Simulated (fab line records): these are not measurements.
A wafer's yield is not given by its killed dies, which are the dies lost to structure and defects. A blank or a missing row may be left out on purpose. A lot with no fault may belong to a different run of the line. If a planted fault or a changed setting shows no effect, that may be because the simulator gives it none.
Which tool did it? :: flow n5_finfet :: at 1 step of a route of 1938, 10 lots with 30 wafers sampled

## WHAT EACH GAUGE READ, for each wafer
N5_BEOL_M7_OVL_MEAS_12.
lot: L697
measured: day 9 03:08
on: overlay-01
M7_OVL (nm): 0.8 0.7 0.1

lot: L700
measured: day 9 15:28
on: overlay-01
M7_OVL (nm): 0.3 0.9 -0.8

lot: L701
measured: day 9 18:05
on: overlay-01
M7_OVL (nm): 0.6 0.2 1.7

lot: L704
measured: day 10 16:52
on: overlay-01
M7_OVL (nm): -0.4 -1.0 -0.2

lot: L703
measured: day 10 17:16
on: overlay-01
M7_OVL (nm): -0.1 -0.6 0.6

lot: L705
measured: day 10 20:37
on: overlay-02
M7_OVL (nm): 1.2 0.3 0.6

lot: L707
measured: day 11 12:21
on: overlay-01
M7_OVL (nm): 0.2 0.2 -0.9

lot: L711
measured: day 12 06:26
on: overlay-01
M7_OVL (nm): 0.3 0.3 0.6

lot: L714
measured: day 13 07:22
on: overlay-01
M7_OVL (nm): 1.2 -0.4 -0.3

lot: L713
measured: day 13 12:05
on: overlay-01
M7_OVL (nm): 0.2 0.2 0.2

## EACH LOT AND THE TOOL THAT RAN IT (in order: tool; ch and the chambers of the sampled wafers; start)
The record shows no process step preceding these readings.

## THE ANSWER, worked out from the rows above alone
Rule: what is usual is taken from the lots themselves. The widest of any qualifying gaps counts: lots, ordered by their means at a reading, are off when they make up no more than a third of the lots, leave a main group of 4 or more, and stand apart from it by 3 or more times the standard deviation of that group's means. Not used: any main group whose means are identical at the precision the tables above print for the reading. A lot without any number at a reading at which 4 lots or more have one is off too. All remaining lots with rows at the step are treated as sound.
No lot is off on any of the readings shown, so nothing can be concluded from this.

## WHAT WAS PUT IN BY THE SIMULATOR
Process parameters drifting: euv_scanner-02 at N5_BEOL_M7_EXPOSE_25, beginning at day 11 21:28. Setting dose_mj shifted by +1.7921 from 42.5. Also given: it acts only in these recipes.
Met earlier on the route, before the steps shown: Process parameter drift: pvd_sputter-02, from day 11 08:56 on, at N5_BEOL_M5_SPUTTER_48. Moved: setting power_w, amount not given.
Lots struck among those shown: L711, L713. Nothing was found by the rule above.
